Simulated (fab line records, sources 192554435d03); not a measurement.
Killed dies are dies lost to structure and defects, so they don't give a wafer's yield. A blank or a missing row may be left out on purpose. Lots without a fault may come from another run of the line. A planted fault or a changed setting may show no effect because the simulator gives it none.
Split-lot experiment | flow n5_finfet | 7 lots, 21 wafers read, on a route of 1938 steps

THE SPLIT
At N5_MOL_CONTACT_COAG_ALD_133 (deposits SiO2, target thk 5 nm, pulse time 1 s, co reactant pulse time 1 s), the setting ald_cycles was moved away from the recipe's 35 on 4 of the 21 wafers read, by -8.6% to +11.4%. The other wafers ran this setting at the recipe's value.

The reading is taken at the split's own step.

THE READING
SiO2_of_MOL_CONTACT_COAG_ALD_133.thk_nm (the simulator's own value, which no gauge read), in nm, at N5_MOL_CONTACT_COAG_ALD_133 (deposits SiO2, target thk 5 nm, pulse time 1 s, co reactant pulse time 1 s). The file gives no usual value for it.

wafer  | tool, chamber at the split | ald_cycles as run | against the recipe | SiO2_of_MOL_CONTACT_COAG_ALD_133.thk_nm, nm | against lot-mates on the recipe
L075.1 | ald_sin-02, 1,3            | 35                | recipe             | 5                                           | -
L075.6 | ald_sin-02, 1,3            | 35                | recipe             | 5                                           | -
L075.3 | ald_sin-02, 0              | 37                | +5.7%              | 5.2                                         | +0.2
L081.2 | ald_sin-04, 0              | 35                | recipe             | 5                                           | -
L081.5 | ald_sin-04, 0              | 35                | recipe             | 5                                           | -
L081.6 | ald_sin-04, 1              | 32                | -8.6%              | 4.6                                         | -0.4
L083.1 | ald_sin-02, 3,2,1          | 35                | recipe             | 5                                           | -
L083.3 | ald_sin-02, 3,2,1          | 35                | recipe             | 5                                           | -
L083.4 | ald_sin-02, 3,2,1          | 35                | recipe             | 5                                           | -
L086.2 | ald_sin-03, 2,0,3          | 35                | recipe             | 5                                           | -
L086.4 | ald_sin-03, 2,0,3          | 35                | recipe             | 5                                           | -
L086.6 | ald_sin-03, 2,0,3          | 35                | recipe             | 5                                           | -
L088.1 | ald_sin-04, 3,2            | 35                | recipe             | 5                                           | -
L088.3 | ald_sin-04, 3,2            | 35                | recipe             | 5                                           | -
L088.6 | ald_sin-04, 3              | 33                | -5.7%              | 4.8                                         | -0.2
L093.1 | ald_sin-04, 3,1            | 35                | recipe             | 5                                           | -
L093.4 | ald_sin-04, 3,1            | 35                | recipe             | 5                                           | -
L093.2 | ald_sin-04, 0              | 39                | +11.4%             | 5.6                                         | +0.6
L095.2 | ald_sin-04, 0,2,2          | 35                | recipe             | 5                                           | -
L095.4 | ald_sin-04, 0,2,2          | 35                | recipe             | 5                                           | -
L095.6 | ald_sin-04, 0,2,2          | 35                | recipe             | 5                                           | -
Where a row lists several chambers, the file gives one row for several wafers and doesn't say which wafer went through which chamber.

THE FIT
A straight line over all 21 wafers: SiO2_of_MOL_CONTACT_COAG_ALD_133.thk_nm changes by +0.0466 nm for each +1% of ald_cycles; r = +0.99; the points scatter about the line by 0.026 nm.
The same after taking each lot's own level away (the mean of its wafers on the recipe; 21 wafers): +0.0466 nm for each +1%; r = +0.99; scatter 0.026 nm.
On that fit, the largest move of ald_cycles shifts the reading by 0.53 nm.
The lots' own levels span 5.00 to 5.00 nm.
So the lot-to-lot level changes the slope little: the two slopes agree.
Check: with one of the wafers moved furthest among these (+11.4%) left out of the fit, the line predicts +0.466 nm for it against its lot-mates. It came out at +0.6 nm against them.

OTHER SPLITS ON THESE WAFERS
These wafers also went through other splits before the reading. Each is held against what the fit with the lots' levels taken away leaves over:
other split on the same wafers               | wafers away from the commonest value | r with SiO2_of_MOL_CONTACT_COAG_ALD_133.thk_nm (lot level and that fit taken away)
N5_GATE_CUT_DESCUM_18 time_s                 | 12                                   | +0.09
N5_MOL_CONTACT_COAG_ETCH_105 bias_w          | 6                                    | -0.63
N5_MOL_CONTACT_COAG_CONTACT_ETCH_14 source_w | 8                                    | -0.33
N5_MOL_CONTACT_COAG_EXPOSE_37 dose_mj        | 8                                    | +0.37

THE FILE'S OWN FIT
SiO2_of_MOL_CONTACT_COAG_ALD_133.thk_nm changes by +0.0467 nm for each +1% of ald_cycles, r = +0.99.
